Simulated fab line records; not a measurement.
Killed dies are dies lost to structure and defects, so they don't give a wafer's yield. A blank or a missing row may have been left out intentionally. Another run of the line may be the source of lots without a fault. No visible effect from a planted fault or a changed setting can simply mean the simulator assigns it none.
Split-lot experiment :: flow n5Finfet :: route with 1938 steps; 7 lots, 21 wafers read

== SPLIT DETAILS ==
At N5_BEOL_M9_ETCH_66 (etches SOC in N2/H2, target depth 80 nm, overetch 16 nm, time 120 s), the setting timeS was moved away from the recipe's 120 s on 5 of the 21 wafers read, by -14.2% to +20.5%. The other wafers ran this setting at the recipe's value.

Reading taken at the split's own step.

== THE READING ==
SiARC_of_BEOL_M9_COAT_64.thkNm (the simulator's own value, which no gauge read), in nm, at N5_BEOL_M9_ETCH_66 (etches SOC in N2/H2, target depth 80 nm, overetch 16 nm, time 120 s). The file gives no usual value for it. Average 6.4 nm, standard deviation 0.15 nm, over the 16 wafers here run with the recipe.

wafer: L076.2
tool, chamber at the split: rieDiel-04, 3
timeS as run, s: 120
against the recipe: recipe
SiARC_of_BEOL_M9_COAT_64.thkNm, nm: 6.6
against lot-mates on the recipe: -

wafer: L076.3
tool, chamber at the split: rieDiel-04, 0
timeS as run, s: 120
against the recipe: recipe
SiARC_of_BEOL_M9_COAT_64.thkNm, nm: 6.4
against lot-mates on the recipe: -

wafer: L076.4
tool, chamber at the split: rieDiel-04, 1
timeS as run, s: 127.7
against the recipe: +6.4%
SiARC_of_BEOL_M9_COAT_64.thkNm, nm: 6
against lot-mates on the recipe: -0.5

wafer: L081.1
tool, chamber at the split: rieDiel-06, 2,1,2
timeS as run, s: 120
against the recipe: recipe
SiARC_of_BEOL_M9_COAT_64.thkNm, nm: 6.4
against lot-mates on the recipe: -

wafer: L081.4
tool, chamber at the split: rieDiel-06, 2,1,2
timeS as run, s: 120
against the recipe: recipe
SiARC_of_BEOL_M9_COAT_64.thkNm, nm: 6.4
against lot-mates on the recipe: -

wafer: L081.5
tool, chamber at the split: rieDiel-06, 2,1,2
timeS as run, s: 120
against the recipe: recipe
SiARC_of_BEOL_M9_COAT_64.thkNm, nm: 6.4
against lot-mates on the recipe: -

wafer: L083.1
tool, chamber at the split: rieDiel-02, 0
timeS as run, s: 133.2
against the recipe: +11.0%
SiARC_of_BEOL_M9_COAT_64.thkNm, nm: 6.2
against lot-mates on the recipe: -0.2

wafer: L083.2
tool, chamber at the split: rieDiel-02, 2
timeS as run, s: 120
against the recipe: recipe
SiARC_of_BEOL_M9_COAT_64.thkNm, nm: 6.4
against lot-mates on the recipe: -

wafer: L083.5
tool, chamber at the split: rieDiel-02, 2
timeS as run, s: 120
against the recipe: recipe
SiARC_of_BEOL_M9_COAT_64.thkNm, nm: 6.4
against lot-mates on the recipe: -

wafer: L091.1
tool, chamber at the split: rieDiel-06, 0
timeS as run, s: 120
against the recipe: recipe
SiARC_of_BEOL_M9_COAT_64.thkNm, nm: 6.4
against lot-mates on the recipe: -

wafer: L091.3
tool, chamber at the split: rieDiel-06, 2
timeS as run, s: 134.5
against the recipe: +12.1%
SiARC_of_BEOL_M9_COAT_64.thkNm, nm: 5.8
against lot-mates on the recipe: -0.5

wafer: L091.6
tool, chamber at the split: rieDiel-06, 3
timeS as run, s: 120
against the recipe: recipe
SiARC_of_BEOL_M9_COAT_64.thkNm, nm: 6.2
against lot-mates on the recipe: -

wafer: L090.4
tool, chamber at the split: rieDiel-04, 2
timeS as run, s: 102.9
against the recipe: -14.2%
SiARC_of_BEOL_M9_COAT_64.thkNm, nm: 7
against lot-mates on the recipe: +0.6

wafer: L090.5
tool, chamber at the split: rieDiel-04, 0,1
timeS as run, s: 120
against the recipe: recipe
SiARC_of_BEOL_M9_COAT_64.thkNm, nm: 6.4
against lot-mates on the recipe: -

wafer: L090.6
tool, chamber at the split: rieDiel-04, 0,1
timeS as run, s: 120
against the recipe: recipe
SiARC_of_BEOL_M9_COAT_64.thkNm, nm: 6.4
against lot-mates on the recipe: -

wafer: L093.1
tool, chamber at the split: rieDiel-06, 2
timeS as run, s: 120
against the recipe: recipe
SiARC_of_BEOL_M9_COAT_64.thkNm, nm: 6.6
against lot-mates on the recipe: -

wafer: L093.3
tool, chamber at the split: rieDiel-06, 3
timeS as run, s: 120
against the recipe: recipe
SiARC_of_BEOL_M9_COAT_64.thkNm, nm: 6.2
against lot-mates on the recipe: -

wafer: L093.6
tool, chamber at the split: rieDiel-06, 0
timeS as run, s: 120
against the recipe: recipe
SiARC_of_BEOL_M9_COAT_64.thkNm, nm: 6.4
against lot-mates on the recipe: -

wafer: L095.1
tool, chamber at the split: rieDiel-02, 3
timeS as run, s: 120
against the recipe: recipe
SiARC_of_BEOL_M9_COAT_64.thkNm, nm: 6.6
against lot-mates on the recipe: -

wafer: L095.5
tool, chamber at the split: rieDiel-02, 3
timeS as run, s: 144.6
against the recipe: +20.5%
SiARC_of_BEOL_M9_COAT_64.thkNm, nm: 5.4
against lot-mates on the recipe: -1.3

wafer: L095.6
tool, chamber at the split: rieDiel-02, 0
timeS as run, s: 120
against the recipe: recipe
SiARC_of_BEOL_M9_COAT_64.thkNm, nm: 6.8
against lot-mates on the recipe: -
The file does not say which wafer passed through which chamber wherever a row lists several chambers: such a row stands for several wafers.

FIT RESULTS
A straight line over all 21 wafers: SiARC_of_BEOL_M9_COAT_64.thkNm changes by -0.0452 nm for each +1% of timeS; r = -0.89; the points scatter about the line by 0.15 nm.
The same after taking each lot's own level away (the mean of its wafers on the recipe; 21 wafers): -0.0499 nm for each +1%; r = -0.92; scatter 0.14 nm.
That fit puts the effect of the largest move of timeS on the reading at 1 nm.
The lots' own levels span 6.30 to 6.70 nm, that is 2.8 times the standard deviation above.
The two slopes are in agreement: the lot-to-lot level therefore moves the slope only a little.
Check: with one of the wafers moved furthest among these (+20.5%) left out of the fit, the line predicts -0.802 nm for it against its lot-mates. It came out at -1.3 nm against them.

== FILE'S OWN FIT ==
SiARC_of_BEOL_M9_COAT_64.thkNm changes by -0.0501 nm for each +1% of timeS, r = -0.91.
